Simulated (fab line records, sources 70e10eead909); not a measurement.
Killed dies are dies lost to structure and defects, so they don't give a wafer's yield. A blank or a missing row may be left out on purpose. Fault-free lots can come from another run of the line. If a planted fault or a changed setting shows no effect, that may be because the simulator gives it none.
Chamber matching | flow nand-harc | rie-diel-09 running NHARC_A_M1_ETCH_28: 4 sister chambers
The step etches the open film in CF4/N2, target depth 30 nm, time 72.99 s. 7 wafers are shown with their chamber, then 7 later ones without.

WAFERS WITH THEIR CHAMBER
wafer  | chamber | drypump-motor-current-A (A) | showerhead-plenum-p-Torr (Torr)
L364.6 | 1       | 5.4                         | 2.78
L384.2 | 0       | 5.7                         | 2.81
L384.4 | 2       | 5.1                         | 2.62
L382.2 | 1       | 5.4                         | 2.77
L382.5 | 3       | 6.2                         | 2.71
L383.4 | 3       | 6.3                         | 2.71
L383.5 | 0       | 5.7                         | 2.81

WAFERS WITH NO CHAMBER GIVEN
wafer  | drypump-motor-current-A (A) | showerhead-plenum-p-Torr (Torr)
L383.6 | 6.2                         | 2.71
L385.4 | 6.3                         | 2.71
L385.5 | 5.4                         | 2.77
L385.6 | 5.1                         | 2.62
L386.3 | 5.4                         | 2.77
L386.4 | 5.7                         | 2.81
L386.5 | 5.4                         | 2.77

THE CHAMBER EACH PASSED THROUGH
wafer  | from the rows above | in truth
L383.6 | 3                   | 3
L385.4 | 3                   | 3
L385.5 | 1                   | 1
L385.6 | 2                   | 2
L386.3 | 1                   | 1
L386.4 | 0                   | 0
L386.5 | 1                   | 1
Correct placement for 7 of the 7. Left unplaced by these rows: 0. Placed wrongly: 0.
How it was worked out, from the rows above alone: a wafer's distance from a chamber is the root of the sum, over the readings, of the square of ((its reading less the chamber's mean) divided by the reading's scatter). The wafer belongs to the nearest chamber; if the next one is less than 2 further off, it can't be placed. The mean given for a chamber averages the wafers shown for that chamber. The scatter: take each reading less its chamber's mean, square it, sum over the shown wafers, divide by the number of wafers less the number of chambers, and take the root.
